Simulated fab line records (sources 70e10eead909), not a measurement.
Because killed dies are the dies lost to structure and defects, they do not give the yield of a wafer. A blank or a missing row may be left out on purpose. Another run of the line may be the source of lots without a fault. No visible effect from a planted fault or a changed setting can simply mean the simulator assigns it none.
Matching of chambers / flow nand-harc / rie-diel-05 running NHARC_P_CONTACT_STRIP_28: 4 sister chambers
The step strips in O2. 8 wafers are shown with their chamber, then 8 later ones without.

## WAFERS PAIRED WITH THEIR CHAMBERS
wafer=L989.2; chamber=2; drypump-motor-current-A (A)=5.5; oes-product-au (a.u.)=1.004
wafer=L989.6; chamber=3; drypump-motor-current-A (A)=5.6; oes-product-au (a.u.)=0.994
wafer=L999.4; chamber=0; drypump-motor-current-A (A)=6.3; oes-product-au (a.u.)=0.998
wafer=L999.6; chamber=1; drypump-motor-current-A (A)=4.9; oes-product-au (a.u.)=1.004
wafer=L100.1; chamber=1; drypump-motor-current-A (A)=4.9; oes-product-au (a.u.)=0.996
wafer=L100.3; chamber=3; drypump-motor-current-A (A)=5.6; oes-product-au (a.u.)=0.997
wafer=L100.4; chamber=0; drypump-motor-current-A (A)=6.4; oes-product-au (a.u.)=0.994
wafer=L101.1; chamber=2; drypump-motor-current-A (A)=5.5; oes-product-au (a.u.)=1.003

## WAFERS WITHOUT THEIR CHAMBER
wafer=L101.4; drypump-motor-current-A (A)=4.9; oes-product-au (a.u.)=0.994
wafer=L101.5; drypump-motor-current-A (A)=4.9; oes-product-au (a.u.)=0.985
wafer=L102.2; drypump-motor-current-A (A)=5.5; oes-product-au (a.u.)=1.001
wafer=L102.3; drypump-motor-current-A (A)=5.6; oes-product-au (a.u.)=0.995
wafer=L102.5; drypump-motor-current-A (A)=4.9; oes-product-au (a.u.)=0.997
wafer=L103.2; drypump-motor-current-A (A)=4.9; oes-product-au (a.u.)=1.004
wafer=L103.4; drypump-motor-current-A (A)=6.3; oes-product-au (a.u.)=0.983
wafer=L103.5; drypump-motor-current-A (A)=4.9; oes-product-au (a.u.)=1.001

## EACH ONE'S CHAMBER
wafer=L101.4; from the rows above=1; in truth=1
wafer=L101.5; from the rows above=1; in truth=1
wafer=L102.2; from the rows above=2; in truth=2
wafer=L102.3; from the rows above=3; in truth=3
wafer=L102.5; from the rows above=1; in truth=1
wafer=L103.2; from the rows above=1; in truth=1
wafer=L103.4; from the rows above=0; in truth=0
wafer=L103.5; from the rows above=1; in truth=1
8 of 8 placed correctly. Can't be placed from these rows: 0. Placed wrongly: 0.
How it was worked out, from the rows above alone: a wafer's distance from a chamber is the root of the sum, over the readings, of the square of ((its reading less the chamber's mean) divided by the reading's scatter). The wafer belongs to the nearest chamber; if the next one is less than 2 further off, it can't be placed. For every chamber, the mean is computed from those of its wafers that are shown. How the scatter is found: for the shown wafers, subtract from each reading the mean of its chamber, square and add these, divide the total by (wafers less chambers), then take the root.
